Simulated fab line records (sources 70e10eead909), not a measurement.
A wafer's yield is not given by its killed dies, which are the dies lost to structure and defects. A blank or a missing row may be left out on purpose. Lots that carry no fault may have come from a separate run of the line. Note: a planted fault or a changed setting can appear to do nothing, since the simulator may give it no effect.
fab line records	flow nandHarc
[record] lots = 9	wafers = 27	lastDay = 35
route steps=1302 shown A_BONDPAD@1226 HYBRID_BOND@1242 THIN_TSV@1245 END@1301
lots that met no fault: taken from a fault-free run of the same line
startH: start of the lot's first displayed wafer, in hours after the record's first day	waitH: hours since the lot's step before	" as in the row above	L1.1+2: several wafers, shown together as one row	- no value present, or no start provided	* or withheld: withheld	< > ~ a bound
route shown NAME@n: NAME is a module with steps in the file, n the number in the route of the first one	usual: the fault-free wafers' mean and standard deviation	same: alike in all rows	chamber/n: place in a boat	sites: the reading at each site	_std_site: standard deviation across them	_edge_site: outer sites' mean less inner sites'	radiusMm: for every site, how far away it sits from the centre of the wafer	mask NAME#n: copy n	behind: the most recent tool/chamber to have shaped the wafer	hold: why the lot was held/for how many hours/how that ended	device: whichever transistor did not switch (one of n, p or np)	end of line: the same wafers' tests at the end of the route	where a step has no rows: the recipe by itself	killed: at the first sort, the dies lost to defects and structure; wafer yield is something else	map: a wafer's dies, x killed, . not, _ none there
set.NAME: setting as actually run; set.NAME@STEP: the setting as run at that earlier step	model.NAME: the simulator's own value behind a step, which no gauge read
a sample of lots followed through the steps of the route, with each step as a table and each wafer as a row
services: from which hour (startH, from the record's first day; less than 0 if before it) a tool's chamber was out of use, for how many hours, and why
[[steps]]
[step NHARC_A_BONDPAD_PRE_CLEAN_26]
[recipe] timeS = 30	tempC = 280	gas = H2/He
[usual] heaterPowerW = 396/38
lot.wafer	tool	chamber	startH	waitH	heaterPowerW
L523.4	pvdSputter-01	-	-	-	400
L523.1	"	-	"	"	401
L523.5	"	-	"	"	385
L527.2	pvdSputter-02	-	-	-	427
L527.4	"	-	"	"	480
L527.1	"	-	"	"	419
L525.4	pvdSputter-01	-	-	-	393
L525.3	"	-	"	"	391
L525.6	"	-	"	"	392
L531.4	pvdSputter-02	-	-	-	341
L531.2	"	-	"	"	418
L531.3	"	-	"	"	460
L535.4	pvdSputter-03	-	-	-	364
L535.2	"	-	"	"	435
L535.5	"	-	"	"	384
L541.3	pvdSputter-02	-	-	-	399
L541.5	"	-	"	"	389
L541.6	"	-	"	"	471
L544.2	pvdSputter-03	-	-	-	363
L544.1	"	-	"	"	379
L544.3	"	-	"	"	349
L543.2	pvdSputter-03	-	-	-	358
L543.1	"	-	"	"	382
L543.5	"	-	"	"	350
L545.3	pvdSputter-03	-	-	-	379
L545.2	"	-	"	"	369
L545.5	"	-	"	"	379
[step NHARC_HYBRID_BOND_OVL_MEAS_05]
[usual] overlayXNm = 1/33	overlayYNm = 2/32
lot.wafer	tool	chamber	startH	waitH	overlayXNm	overlayYNm
L523.1	overlay-02	-	559.57	0.4	-23	61
L523.4	"	-	"	"	74	18
L523.5	"	-	"	"	41	6
L527.1	overlay-01	-	566.02	0.4	-41	-11
L527.2	"	-	"	"	3	-56
L527.4	"	-	"	"	38	-7
L525.3	overlay-02	-	566.02	0.4	-22	-44
L525.4	"	-	"	"	28	-1
L525.6	"	-	"	"	-17	10
L531.2	overlay-01	-	634.48	0.4	10	-10
L531.3	"	-	"	"	-27	-34
L531.4	"	-	"	"	24	-40
L535.2	overlay-02	-	675.55	0.4	-8	0
L535.4	"	-	"	"	37	18
L535.5	"	-	"	"	-19	-21
L541.3	overlay-02	-	732.13	0.4	-53	-27
L541.5	"	-	"	"	7	-12
L541.6	"	-	"	"	-11	-7
L544.1	overlay-02	-	761.69	0.4	41	17
L544.2	"	-	"	"	5	70
L544.3	"	-	"	"	-19	-58
L543.1	overlay-02	-	784.43	0.4	3	-14
L543.2	"	-	"	"	-36	-45
L543.5	"	-	"	"	-36	59
L545.2	overlay-02	-	796.49	0.4	-28	-5
L545.3	"	-	"	"	18	25
L545.5	"	-	"	"	34	-44
[step NHARC_THIN_TSV_CMP_01]
[recipe] targetThkUm = 3
[usual] motorCurrentA = 11.9/1.2	retainingRingPressureFrac = 1.000/0.005
lot.wafer	tool	chamber	startH	waitH	motorCurrentA	retainingRingPressureFrac
L523.1	cmp-01	0	561.00	1.0	13.7	0.991
L523.4	"	1	"	"	13.6	0.998
L523.5	"	1	"	"	13.7	0.993
L527.4	cmp-01	0	567.44	0.4	13.5	0.991
L527.2	"	2	"	"	13.3	1.005
L527.1	"	3	"	"	12.9	0.993
L525.3	cmp-03	3	568.62	0.6	11.4	1.002
L525.4	"	0	"	"	10.8	0.996
L525.6	"	3	"	"	12.1	1.002
L531.3	cmp-01	0	635.91	0.6	13.1	0.996
L531.2	"	1	"	"	13.4	0.994
L531.4	"	3	"	"	12.5	1.003
L535.2	cmp-02	3	676.98	0.8	11.0	1.001
L535.4	"	0	"	"	13.0	1.001
L535.5	"	3	"	"	11.3	1.000
L541.3	cmp-03	3	734.82	0.7	11.9	1.012
L541.5	"	1	"	"	10.5	1.003
L541.6	"	2	"	"	10.4	0.997
L544.3	cmp-02	1	763.12	0.6	11.5	0.997
L544.1	"	2	"	"	10.2	1.003
L544.2	"	0	"	"	12.9	1.002
L543.2	cmp-01	1	785.87	0.8	13.8	0.998
L543.1	"	3	"	"	12.9	1.001
L543.5	"	2	"	"	12.9	1.001
L545.3	cmp-01	1	799.15	0.7	13.2	0.996
L545.2	"	3	"	"	12.7	1.001
L545.5	"	0	"	"	12.6	1.008
[step NHARC_THIN_TSV_DEP_47]
[recipe] targetThkA = 2000	tempC = withheld	pressureTorr = 6.5	rfW = 900	teosFlowSccm = 161.4	flowSccm = 2650	targetThkNm = 200	gas = O2	material = SiO2
[usual] throttleValvePct = 16.0/0.59
lot.wafer	tool	chamber	startH	waitH	throttleValvePct
L523.1	pecvd-04	2	564.07	-	16.8
L523.5	"	1	"	"	16.3
L523.4	"	2	"	"	16.4
L527.1	pecvd-02	0	570.65	-	16.4
L527.2	"	1	"	"	16.1
L527.4	"	1	"	"	15.9
L525.3	pecvd-04	0	571.85	-	15.0
L525.6	"	2	"	"	16.7
L525.4	"	1	"	"	16.4
L531.3	pecvd-02	1	639.06	-	15.7
L531.2	"	2	"	"	16.2
L531.4	"	1	"	"	15.4
L535.2	pecvd-03	1	680.26	-	15.6
L535.5	"	2	"	"	16.3
L535.4	"	0	"	"	15.4
L541.3	pecvd-04	2	738.12	-	16.5
L541.5	"	2	"	"	16.5
L541.6	"	0	"	"	15.2
L544.1	pecvd-02	1	766.15	-	15.6
L544.3	"	2	"	"	17.1
L544.2	"	0	"	"	16.6
L543.2	pecvd-02	2	789.01	-	16.3
L543.1	"	0	"	"	16.2
L543.5	"	0	"	"	16.0
L545.2	pecvd-04	2	802.28	-	16.4
L545.3	"	1	"	"	15.8
L545.5	"	0	"	"	15.1
[step NHARC_END_WLT_00]
[usual] VT_DECK1_BOTTOM = 0.869/0.0055	VT_DECK1_BOTTOM_INNER = 0.869/0.0058	VT_DECK1_MEDIAN_NEAR_BOTTOM = 0.871/0.0057	VT_DECK1_MEDIAN_NEAR_BOTTOM_INNER = 0.870/0.0055	VT_DECK1_MIDDLE = 0.883/0.0051	VT_DECK1_MIDDLE_INNER = 0.882/0.006	VT_DECK1_TOP = 0.893/0.0061	VT_DECK1_TOP_INNER = 0.894/0.0063	VT_DECK2_BOTTOM = 0.871/0.0071	VT_DECK2_BOTTOM_INNER = 0.871/0.0066	VT_DECK2_MEDIAN_NEAR_BOTTOM = 0.872/0.0074	VT_DECK2_MEDIAN_NEAR_BOTTOM_INNER = 0.872/0.0066	VT_DECK2_MIDDLE = 0.885/0.0071	VT_DECK2_MIDDLE_INNER = 0.885/0.0069	VT_DECK2_TOP = 0.897/0.0073	VT_DECK2_TOP_INNER = 0.897/0.0078
lot.wafer	tool	chamber	startH	waitH	hold	VT_DECK1_BOTTOM	VT_DECK1_BOTTOM_INNER	VT_DECK1_MEDIAN_NEAR_BOTTOM	VT_DECK1_MEDIAN_NEAR_BOTTOM_INNER	VT_DECK1_MIDDLE	VT_DECK1_MIDDLE_INNER	VT_DECK1_TOP	VT_DECK1_TOP_INNER	VT_DECK2_BOTTOM	VT_DECK2_BOTTOM_INNER	VT_DECK2_MEDIAN_NEAR_BOTTOM	VT_DECK2_MEDIAN_NEAR_BOTTOM_INNER	VT_DECK2_MIDDLE	VT_DECK2_MIDDLE_INNER	VT_DECK2_TOP	VT_DECK2_TOP_INNER
L523.1	prober-01	-	574.08	0.0	-	0.864	0.863	0.858	0.870	0.882	0.869	0.892	0.894	0.868	0.863	0.879	0.871	0.876	0.885	0.894	0.896
L523.4	"	-	575.60	1.6	-	0.875	0.873	0.858	0.868	0.878	0.871	0.889	0.888	0.877	0.882	0.872	0.874	0.885	0.893	0.900	0.901
L523.5	"	-	"	"	-	0.859	0.860	0.873	0.866	0.881	0.879	0.887	0.885	0.874	0.877	0.874	0.877	0.891	0.881	0.900	0.898
L525.3	prober-02	-	581.79	1.1	-	0.862	0.869	0.869	0.872	0.884	0.888	0.898	0.895	0.864	0.872	0.869	0.869	0.880	0.885	0.888	0.899
L525.4	"	-	"	"	-	0.866	0.872	0.878	0.871	0.886	0.884	0.889	0.898	0.880	0.868	0.873	0.874	0.891	0.886	0.903	0.896
L525.6	"	-	"	"	-	0.870	0.873	0.871	0.876	0.882	0.886	0.891	0.900	0.869	0.873	0.879	0.882	0.886	0.889	0.889	0.892
L527.1	prober-01	-	582.00	1.3	-	0.864	0.871	0.862	0.868	0.881	0.887	0.902	0.902	0.875	0.874	0.866	0.873	0.873	0.886	0.895	0.901
L527.2	"	-	"	"	-	0.876	0.868	0.870	0.871	0.887	0.888	0.901	0.901	0.865	0.878	0.873	0.864	0.881	0.880	0.903	0.897
L527.4	"	-	"	"	-	0.871	0.882	0.871	0.880	0.882	0.892	0.896	0.897	0.875	0.866	0.869	0.869	0.889	0.890	0.899	0.902
L531.2	prober-02	-	650.78	0.6	-	0.874	0.871	0.868	0.866	0.883	0.887	0.896	0.898	0.875	0.876	0.881	0.875	0.889	0.893	0.898	0.898
L531.3	"	-	"	"	-	0.873	0.869	0.877	0.877	0.884	0.891	0.899	0.902	0.872	0.870	0.880	0.869	0.896	0.886	0.896	0.904
L531.4	"	-	"	"	-	0.871	0.872	0.866	0.872	0.887	0.880	0.886	0.901	0.872	0.869	0.866	0.876	0.890	0.884	0.898	0.899
L535.2	prober-01	-	692.63	0.5	-	0.875	0.866	0.868	0.866	0.878	0.877	0.890	0.884	0.873	0.868	0.863	0.876	0.879	0.890	0.895	0.889
L535.4	"	-	693.63	1.5	-	0.866	0.866	0.868	0.868	0.878	0.868	0.892	0.894	0.875	0.869	0.859	0.873	0.883	0.886	0.897	0.895
L535.5	"	-	"	"	-	0.861	0.865	0.858	0.862	0.878	0.875	0.892	0.886	0.866	0.864	0.873	0.876	0.878	0.886	0.895	0.903
L541.3	prober-01	-	757.36	9.0	-	0.859	0.864	0.865	0.857	0.878	0.870	0.895	0.878	0.872	0.872	0.881	0.883	0.892	0.885	0.902	0.904
L541.5	"	-	758.36	10.0	-	0.870	0.861	0.869	0.874	0.882	0.876	0.882	0.895	0.872	0.882	0.882	0.883	0.893	0.884	0.903	0.900
L541.6	"	-	"	"	-	0.869	0.871	0.874	0.871	0.880	0.883	0.889	0.891	0.876	0.878	0.875	0.881	0.890	0.894	0.904	0.915
L544.1	prober-01	-	781.54	4.4	awaitDispo/4.3h/release	0.875	0.879	0.873	0.878	0.885	0.883	0.890	0.894	0.883	0.873	0.876	0.877	0.895	0.887	0.898	0.900
L544.2	"	-	"	"	awaitDispo/4.3h/release	0.878	0.875	0.877	0.878	0.882	0.883	0.906	0.901	0.873	0.879	0.889	0.881	0.883	0.879	0.900	0.894
L544.3	"	-	"	"	awaitDispo/0.2h/release	0.874	0.877	0.877	0.875	0.890	0.877	0.899	0.895	0.877	0.875	0.887	0.879	0.892	0.881	0.905	0.900
L544.1	prober-01	-	784.73	2.7	awaitDispo/0.2h/release	0.871	0.877	0.879	0.881	0.875	0.892	0.897	0.904	0.874	0.872	0.871	0.876	0.890	0.892	0.902	0.892
L544.2	"	-	"	"	awaitDispo/0.2h/release	0.870	0.869	0.871	0.880	0.887	0.888	0.903	0.892	0.868	0.865	0.874	0.878	0.886	0.893	0.903	0.890
L544.3	"	-	"	"	-	0.868	0.876	0.876	0.874	0.884	0.889	0.894	0.904	0.881	0.883	0.881	0.882	0.894	0.891	0.902	0.892
L543.1	prober-02	-	807.19	5.0	awaitDispo/5.0h/release	0.862	0.856	0.861	0.859	0.876	0.873	0.887	0.892	0.868	0.865	0.874	0.866	0.893	0.886	0.896	0.895
L543.2	"	-	"	"	awaitDispo/5.0h/release	0.864	0.866	0.861	0.865	0.878	0.873	0.882	0.894	0.871	0.867	0.875	0.866	0.882	0.874	0.897	0.904
L543.5	"	-	809.20	7.0	awaitDispo/0.2h/release	0.865	0.867	0.873	0.858	0.878	0.878	0.883	0.888	0.872	0.880	0.878	0.861	0.882	0.884	0.902	0.892
L543.1	prober-02	-	810.37	2.7	awaitDispo/0.2h/release	0.864	0.867	0.869	0.866	0.877	0.877	0.885	0.887	0.879	0.872	0.875	0.869	0.882	0.878	0.898	0.894
L543.2	"	-	"	"	awaitDispo/0.2h/release	0.861	0.862	0.866	0.858	0.871	0.871	0.881	0.883	0.872	0.864	0.868	0.867	0.880	0.881	0.891	0.893
L543.5	"	-	812.38	2.7	-	0.863	0.866	0.869	0.864	0.869	0.879	0.880	0.882	0.865	0.871	0.874	0.862	0.883	0.881	0.894	0.892
L545.2	prober-01	-	822.66	8.3	-	0.872	0.868	0.865	0.873	0.877	0.879	0.896	0.896	0.867	0.872	0.868	0.865	0.884	0.882	0.891	0.890
L545.3	"	-	"	"	-	0.860	0.866	0.865	0.873	0.877	0.882	0.893	0.893	0.865	0.866	0.870	0.866	0.883	0.883	0.894	0.891
L545.5	"	-	"	"	-	0.860	0.868	0.869	0.869	0.878	0.877	0.893	0.890	0.868	0.875	0.876	0.874	0.875	0.890	0.895	0.897
[step NHARC_END_SORT_01]
[recipe] tempC = 25
[usual] defectLimitedYield = 92.9/2.4	killedAtArray = 44/16	killedAtOther = 0.6/1.1	killedAtPeriphery = 3.9/2.6	killedDies = 48/16	killedOpen = 3.1/1.9	killedShort = 2.4/1.8	sort_bin_2_pct = 2.6/1	sort_bin_3_pct = 0.6/0.39	sort_bin_4_pct = 4.0/1.4	sortNPass = 629/16	sortRimYieldPct = 89/4.3	sortYieldPct = 92.9/2.4
[same] grossDies = 677	sort_bin_5_pct[%] = 0	sort_bin_6_pct[%] = 0	sort_bin_7_pct[%] = 0	sort_bin_8_pct[%] = 0	sortRimNGross = 106.00
lot.wafer	tool	chamber	startH	waitH	hold	defectLimitedYield[%]	killedAtArray	killedAtOther	killedAtPeriphery	killedDies	killedOpen	killedShort	sort_bin_2_pct[%]	sort_bin_3_pct[%]	sort_bin_4_pct[%]	sortNPass	sortRimYieldPct[%]	sortYieldPct[%]
L523.1	prober-01	0	577.11	2.5	-	90.1	63	0	4	67	2	3	4.3	0.6	5.0	610	91	90.1
L523.4	prober-01	0	579.55	3.5	-	90.1	61	0	6	67	5	1	3.8	1.0	5.0	610	99	90.1
L523.5	prober-01	0	580.37	3.8	-	90.3	64	0	2	66	6	5	4.9	1.3	3.5	611	97	90.3
L527.1	prober-01	0	584.95	2.5	-	91.0	53	1	7	61	4	5	2.5	0.6	5.9	616	83	91.0
L527.2	prober-01	0	585.74	2.8	-	89.1	67	0	7	74	6	3	3.2	1.5	6.2	603	93	89.1
L527.4	prober-01	0	587.31	3.3	-	88.5	75	0	3	78	2	0	5.3	0.9	5.3	599	85	88.5
L525.3	prober-02	0	585.39	3.1	-	97.6	13	1	2	16	7	0	0.4	0	1.9	661	96	97.6
L525.4	prober-02	0	586.20	3.4	-	97.9	10	0	4	14	2	2	1.0	0	1.0	663	96	97.9
L525.6	prober-02	0	587.81	4.0	-	97.6	16	0	0	16	2	3	0.7	0.1	1.5	661	94	97.6
L531.2	prober-02	0	654.05	2.8	-	90.5	58	0	6	64	5	3	3.1	0.7	5.6	613	91	90.5
L531.3	prober-02	0	654.86	3.1	-	91.4	54	0	4	58	2	3	2.5	0.1	5.9	619	94	91.4
L531.4	prober-02	0	655.66	3.4	-	94.2	35	0	4	39	3	1	2.1	0	3.7	638	86	94.2
L535.2	prober-01	0	695.93	2.8	-	92.9	38	0	10	48	7	2	3.0	0.1	4.0	629	90	92.9
L535.4	prober-01	0	697.54	3.4	-	93.5	38	1	5	44	3	2	1.8	0.9	3.8	633	89	93.5
L535.5	prober-01	0	698.34	3.7	-	93.5	40	0	4	44	1	4	3.0	0.9	2.7	633	91	93.5
L541.3	prober-01	0	760.94	3.1	-	93.1	40	3	4	47	4	0	2.2	0.3	4.4	630	87	93.1
L541.5	prober-01	0	762.54	3.7	-	93.6	40	0	3	43	4	4	1.9	0.6	3.8	634	90	93.6
L541.6	prober-01	0	763.33	4.0	-	93.5	41	0	3	44	0	2	1.6	0.9	4.0	633	89	93.5
L544.1	prober-02	0	787.76	2.5	awaitDispo/1.7h/release	93.6	35	0	8	43	4	4	1.8	0.3	4.3	634	87	93.6
L544.2	prober-02	0	788.56	2.8	awaitDispo/1.7h/release	92.9	45	0	3	48	0	1	3.0	0.3	3.8	629	91	92.9
L544.3	prober-02	0	789.37	3.1	awaitDispo/1.7h/release	77.3	41	109	4	154	0	2	9.7	5.5	7.5	523	92	77.3
L543.1	prober-01	0	813.39	2.5	awaitDispo/1.9h/release	94.1	36	0	4	40	0	1	2.5	0.9	2.5	637	83	94.1
L543.2	prober-01	0	814.18	2.8	awaitDispo/1.9h/release	81.1	29	97	2	128	4	5	7.2	6.5	5.2	549	91	81.1
L543.5	prober-01	0	816.56	3.7	awaitDispo/1.9h/release	93.5	42	1	1	44	5	4	2.5	0.3	3.7	633	84	93.5
L545.2	prober-01	0	825.95	2.8	-	92.6	48	0	2	50	5	1	2.2	0.4	4.7	627	81	92.6
L545.3	prober-01	0	826.75	3.1	-	91.9	53	0	2	55	2	1	3.5	0.6	4.0	622	83	91.9
L545.5	prober-01	0	828.36	3.7	-	92.9	45	1	2	48	2	3	1.9	1.0	4.1	629	86	92.9
// killed by level:class
L523.1 A_CHANNEL_HOLE_D2:chamberFilmFlake=29 A_CHANNEL_HOLE_D1:chamberFilmFlake=19 A_DECK1_JOINT:chamberFilmFlake=3 A_STAIRCASE:chamberFilmFlake=3 P_BONDPAD:chamberFilmFlake=2 A_WL_FILL:chamberFilmFlake=2 A_CONTACT:chamberFilmFlake=2 P_ZERO_WELL:geometricParticle:short=1
L523.4 A_CHANNEL_HOLE_D2:chamberFilmFlake=26 A_CHANNEL_HOLE_D1:chamberFilmFlake=24 P_STI:chamberFilmFlake=3 A_DECK1_JOINT:chamberFilmFlake=3 P_BONDPAD:chamberFilmFlake=2 A_WL_FILL:chamberFilmFlake=2 P_CONTACT:geometricParticle:open=1 A_CHANNEL_HOLE_D1:geometricParticle:short=1
L523.5 A_CHANNEL_HOLE_D2:chamberFilmFlake=26 A_CHANNEL_HOLE_D1:chamberFilmFlake=22 A_CHANNEL_FILL_D1:geometricParticle:open=2 A_CONTACT:geometricParticle:short=2 A_M0:geometricParticle:open=2 A_STAIRCASE:chamberFilmFlake=2 A_WL_FILL:chamberFilmFlake=2 P_CONTACT:geometricParticle:short=1
L527.1 A_CHANNEL_HOLE_D1:chamberFilmFlake=18 A_CHANNEL_HOLE_D2:chamberFilmFlake=11 A_SLIT:chamberFilmFlake=11 A_CONTACT:chamberFilmFlake=4 P_ZERO_WELL:chamberFilmFlake=2 P_BONDPAD:chamberFilmFlake=2 A_DECK1_JOINT:chamberFilmFlake=2 P_CONTACT:geometricParticle:open=1
L525.3 A_DECK1_JOINT:geometricParticle:open=2 A_CHANNEL_HOLE_D1:chamberFilmFlake=2 A_CHANNEL_HOLE_D2:chamberFilmFlake=2 A_CONTACT:chamberFilmFlake=2 P_CONTACT:geometricParticle:open=1 A_SOURCE_PLATE:geometricParticle:open=1 A_CHANNEL_HOLE_D2:geometricParticle:open=1 A_CHANNEL_FILL_D2:geometricParticle:open=1
L527.2 A_CHANNEL_HOLE_D2:chamberFilmFlake=26 A_CHANNEL_HOLE_D1:chamberFilmFlake=20 A_SLIT:chamberFilmFlake=11 A_CONTACT:chamberFilmFlake=3 P_ZERO_WELL:chamberFilmFlake=2 P_BONDPAD:chamberFilmFlake=2 P_GATE:geometricParticle:open=1 P_CONTACT:geometricParticle:open=1
L525.4 A_CHANNEL_HOLE_D2:chamberFilmFlake=4 P_STI:geometricParticle:short=1 P_CONTACT:geometricParticle:open=1 A_CHANNEL_FILL_D2:geometricParticle:short=1 A_CONTACT:geometricParticle:open=1 P_GATE:chamberFilmFlake=1 P_M2:chamberFilmFlake=1 A_CHANNEL_HOLE_D1:chamberFilmFlake=1
L527.4 A_CHANNEL_HOLE_D2:chamberFilmFlake=32 A_CHANNEL_HOLE_D1:chamberFilmFlake=18 A_SLIT:chamberFilmFlake=16 A_STAIRCASE:chamberFilmFlake=4 A_CONTACT:chamberFilmFlake=3 P_GATE:chamberFilmFlake=2 P_M0:geometricParticle:open=1 A_CHANNEL_HOLE_D1:geometricParticle:open=1
L525.6 A_CHANNEL_HOLE_D2:chamberFilmFlake=5 A_CHANNEL_HOLE_D1:chamberFilmFlake=2 A_CHANNEL_FILL_D1:geometricParticle:open=1 A_CHANNEL_FILL_D1:geometricParticle:short=1 A_CHANNEL_HOLE_D2:geometricParticle:short=1 A_BLC:geometricParticle:short=1 A_M0:geometricParticle:open=1 A_CHANNEL_FILL_D1:chamberFilmFlake=1
L531.2 A_CHANNEL_HOLE_D1:chamberFilmFlake=36 A_CHANNEL_HOLE_D2:chamberFilmFlake=11 A_CONTACT:chamberFilmFlake=4 A_ONON_D1:geometricParticle:short=3 P_M0:geometricParticle:open=2 P_M1:chamberFilmFlake=2 A_CHANNEL_FILL_D2:geometricParticle:open=1 A_WL_FILL:geometricParticle:open=1
L531.3 A_CHANNEL_HOLE_D1:chamberFilmFlake=36 A_CHANNEL_HOLE_D2:chamberFilmFlake=6 A_CONTACT:chamberFilmFlake=3 P_GATE:chamberFilmFlake=2 A_STAIRCASE:chamberFilmFlake=2 A_ONON_D1:geometricParticle:short=1 A_CHANNEL_FILL_D1:geometricParticle:short=1 A_CHANNEL_HOLE_D2:geometricParticle:short=1
L531.4 A_CHANNEL_HOLE_D1:chamberFilmFlake=21 A_CHANNEL_HOLE_D2:chamberFilmFlake=8 A_CHANNEL_FILL_D2:geometricParticle:open=2 A_STAIRCASE:chamberFilmFlake=2 A_CONTACT:chamberFilmFlake=2 P_CONTACT:geometricParticle:short=1 P_M0:geometricParticle:open=1 P_GATE:chamberFilmFlake=1
L535.2 A_SLIT:chamberFilmFlake=18 A_CONTACT:chamberFilmFlake=7 P_GATE:chamberFilmFlake=5 P_M0:geometricParticle:open=3 A_DECK1_JOINT:chamberFilmFlake=3 P_CONTACT:geometricParticle:open=2 A_CHANNEL_FILL_D1:geometricParticle:open=1 A_CHANNEL_FILL_D2:geometricParticle:open=1
L535.4 A_SLIT:chamberFilmFlake=21 A_CONTACT:chamberFilmFlake=5 P_STI:chamberFilmFlake=3 A_CHANNEL_HOLE_D1:chamberFilmFlake=3 P_GATE:chamberFilmFlake=2 A_CHANNEL_HOLE_D1:geometricParticle:short=1 A_CHANNEL_FILL_D1:geometricParticle:open=1 A_DECK1_JOINT:geometricParticle:open=1
L535.5 A_SLIT:chamberFilmFlake=21 A_CONTACT:chamberFilmFlake=5 A_CHANNEL_HOLE_D1:chamberFilmFlake=4 A_CHANNEL_FILL_D2:chamberFilmFlake=3 A_WL_FILL:chamberFilmFlake=2 P_CONTACT:geometricParticle:short=1 A_ONON_D1:geometricParticle:short=1 A_WL_FILL:geometricParticle:short=1
L541.3 A_CHANNEL_HOLE_D2:chamberFilmFlake=15 A_CHANNEL_HOLE_D1:chamberFilmFlake=10 A_CONTACT:chamberFilmFlake=7 THIN_TSV:chamberFilmFlake=3 A_WL_FILL:chamberFilmFlake=2 P_STI:geometricParticle:open=1 P_CONTACT:geometricParticle:open=1 A_CHANNEL_FILL_D1:geometricParticle:open=1
L541.5 A_CHANNEL_HOLE_D1:chamberFilmFlake=11 A_CHANNEL_HOLE_D2:chamberFilmFlake=11 A_SLIT:chamberFilmFlake=4 A_CONTACT:chamberFilmFlake=4 A_SGD_CUT:geometricParticle:open=2 A_M0:geometricParticle:short=2 P_GATE:chamberFilmFlake=2 P_CONTACT:geometricParticle:open=1
L541.6 A_CHANNEL_HOLE_D2:chamberFilmFlake=15 A_CONTACT:chamberFilmFlake=8 A_CHANNEL_HOLE_D1:chamberFilmFlake=7 A_SLIT:chamberFilmFlake=5 A_WL_FILL:chamberFilmFlake=2 A_DECK1_JOINT:geometricParticle:short=1 A_ONON_D2:geometricParticle:short=1 P_ZERO_WELL:chamberFilmFlake=1
L544.1 A_CHANNEL_HOLE_D2:chamberFilmFlake=13 A_STAIRCASE:chamberFilmFlake=5 A_CONTACT:chamberFilmFlake=5 A_SLIT:chamberFilmFlake=4 P_GATE:chamberFilmFlake=2 P_BONDPAD:chamberFilmFlake=2 P_ZERO_WELL:geometricParticle:short=1 P_M0:geometricParticle:short=1
L544.2 A_CHANNEL_HOLE_D2:chamberFilmFlake=18 A_SLIT:chamberFilmFlake=12 A_CONTACT:chamberFilmFlake=10 P_BONDPAD:chamberFilmFlake=2 A_ZERO_WELL:chamberFilmFlake=2 A_STAIRCASE:chamberFilmFlake=2 A_SGD_CUT:geometricParticle:short=1 P_GATE:chamberFilmFlake=1
L544.3 THIN_TSV:unspecified=109 A_CHANNEL_HOLE_D2:chamberFilmFlake=15 A_CONTACT:chamberFilmFlake=10 A_SLIT:chamberFilmFlake=8 P_GATE:chamberFilmFlake=3 A_CHANNEL_HOLE_D1:chamberFilmFlake=3 A_STAIRCASE:chamberFilmFlake=2 A_CHANNEL_FILL_D2:geometricParticle:short=1
L543.1 A_CHANNEL_HOLE_D1:chamberFilmFlake=16 A_SLIT:chamberFilmFlake=16 P_M2:chamberFilmFlake=4 A_CONTACT:chamberFilmFlake=3 A_ONON_D1:geometricParticle:short=1
L543.2 THIN_TSV:unspecified=97 A_SLIT:chamberFilmFlake=13 A_CHANNEL_HOLE_D1:chamberFilmFlake=4 A_CONTACT:chamberFilmFlake=2 P_STI:geometricParticle:short=1 A_ONON_D1:geometricParticle:open=1 A_CHANNEL_FILL_D1:geometricParticle:short=1 A_CHANNEL_FILL_D2:geometricParticle:open=1
L543.5 A_SLIT:chamberFilmFlake=19 A_CHANNEL_HOLE_D1:chamberFilmFlake=11 A_CONTACT:chamberFilmFlake=3 A_STAIRCASE:chamberFilmFlake=2 P_M2:geometricParticle:short=1 A_ONON_D2:geometricParticle:short=1 A_ONON_D2:geometricParticle:open=1 A_CHANNEL_HOLE_D2:geometricParticle:open=1
L545.2 A_CHANNEL_HOLE_D1:chamberFilmFlake=16 A_SLIT:chamberFilmFlake=15 A_CONTACT:chamberFilmFlake=6 A_CHANNEL_HOLE_D2:chamberFilmFlake=3 A_WL_FILL:chamberFilmFlake=3 A_CHANNEL_FILL_D1:geometricParticle:open=2 P_CONTACT:geometricParticle:short=1 P_M1:geometricParticle:open=1
L545.3 A_SLIT:chamberFilmFlake=17 A_CHANNEL_HOLE_D1:chamberFilmFlake=16 A_CONTACT:chamberFilmFlake=10 A_ZERO_WELL:chamberFilmFlake=2 A_CHANNEL_HOLE_D2:chamberFilmFlake=2 A_WL_FILL:chamberFilmFlake=2 P_GATE:geometricParticle:short=1 A_CHANNEL_FILL_D1:geometricParticle:open=1
L545.5 A_SLIT:chamberFilmFlake=20 A_CHANNEL_HOLE_D1:chamberFilmFlake=10 A_CONTACT:chamberFilmFlake=6 A_CHANNEL_HOLE_D2:chamberFilmFlake=4 P_CONTACT:geometricParticle:open=1 A_ONON_D2:geometricParticle:short=1 A_CHANNEL_FILL_D2:geometricParticle:short=1 A_WL_FILL:geometricParticle:short=1
[[services]]
tool	chamber	startH	hours	kind
pvdSputter-03	-	526.06	10.0	pm
cmp-02	-	526.58	4.0	pm
pvdSputter-02	-	544.66	4.3	repair
cmp-01	-	577.57	4.0	pm
pecvd-02	-	589.14	13.0	pm
cmp-01	-	593.78	1.9	repair
pecvd-04	-	631.68	13.0	pm
pvdSputter-02	-	638.06	10.0	pm
cmp-01	-	655.85	0.8	repair
pecvd-04	-	669.56	1.6	repair
pvdSputter-03	-	675.07	9.9	repair
cmp-01	-	675.57	4.0	pm
pvdSputter-03	-	704.06	10.0	pm
cmp-01	-	704.69	0.9	repair
pvdSputter-02	-	713.26	3.9	repair
pecvd-02	1	716.19	2.3	repair
pecvd-04	-	726.26	3.6	repair
cmp-01	-	726.61	1.3	repair
cmp-01	-	731.31	0.8	repair
pecvd-02	-	770.14	13.0	pm
cmp-01	-	770.50	2.7	repair
cmp-01	-	773.57	4.0	pm
pecvd-04	-	781.51	2.8	repair
cmp-01	-	789.01	0.2	repair
[[key]]
[firstSign] step = NHARC_END_SORT_01	reading = killedAtOther	direction = up	sigmas = 97	usual = 0.6	struck = 103
[effect] step = NHARC_END_SORT_01	reading = defectLimitedYield	direction = down	sigmas = 5.7	usual = 92.9	struck = 79.2
[moreKillsBornAt] NHARC_THIN_TSV_DEP_47@pecvd-02 = 206
metAt NHARC_THIN_TSV_DEP_47
struckLots L543,L544
struckWafers L543.2,L544.3
notActingAt NHARC_A_BONDPAD_PRE_CLEAN_26,NHARC_HYBRID_BOND_OVL_MEAS_05,NHARC_THIN_TSV_CMP_01
onsetBetween 639.06 766.15
[fault] kind = chamberParticleSource	tool = pecvd-02	chamber = 2	onsetH = 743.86	steps = NHARC_THIN_TSV_DEP_47	ratePerVisitCm2 = 1.9586	endH = 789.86
